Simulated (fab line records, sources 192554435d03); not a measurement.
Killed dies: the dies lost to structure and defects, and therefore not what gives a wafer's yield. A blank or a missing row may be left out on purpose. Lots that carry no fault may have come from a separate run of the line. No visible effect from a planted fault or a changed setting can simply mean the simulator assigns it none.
Matching of chambers / flow n5Finfet / aldMetal-01 running N5_HKMG_FIN_ALD_91: 4 sister chambers
The step deposits TiN, target thk 1 nm, pulse time 1 s, purge time 3 s. 4 wafers are shown with their chamber, then 8 later ones without.

WAFERS, EACH WITH ITS CHAMBER
wafer=L077.6; chamber=0; heaterPowerOuterW (W)=480
wafer=L087.5; chamber=3; heaterPowerOuterW (W)=586
wafer=L087.6; chamber=1; heaterPowerOuterW (W)=575
wafer=L091.1; chamber=2; heaterPowerOuterW (W)=684

WAFERS WHOSE CHAMBER IS MISSING
wafer=L091.5; heaterPowerOuterW (W)=585
wafer=L091.6; heaterPowerOuterW (W)=682
wafer=L092.1; heaterPowerOuterW (W)=483
wafer=L092.2; heaterPowerOuterW (W)=693
wafer=L092.3; heaterPowerOuterW (W)=559
wafer=L094.2; heaterPowerOuterW (W)=491
wafer=L094.4; heaterPowerOuterW (W)=685
wafer=L094.6; heaterPowerOuterW (W)=475

THE CHAMBER EACH PASSED THROUGH
wafer=L091.5; from the rows above=can't be placed: 3 or 1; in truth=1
wafer=L091.6; from the rows above=2; in truth=2
wafer=L092.1; from the rows above=0; in truth=0
wafer=L092.2; from the rows above=2; in truth=2
wafer=L092.3; from the rows above=can't be placed: 1 or 3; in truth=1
wafer=L094.2; from the rows above=0; in truth=0
wafer=L094.4; from the rows above=2; in truth=2
wafer=L094.6; from the rows above=0; in truth=0
Placed correctly: 6 of 8. Not placeable from these rows: 2 (in 2, the candidates include the true chamber). Placed wrongly: 0.
How it was worked out, from the rows above alone: a wafer's distance from a chamber is the root of the sum, over the readings, of the square of ((its reading less the chamber's mean) divided by the reading's scatter). The wafer belongs to the nearest chamber; if the next one is less than 2 further off, it can't be placed. A chamber's mean is the mean of its shown wafers. The scatter (one wafer shown for each chamber): square how far every hidden wafer sits from the nearest shown wafer, average those squares and take the square root.
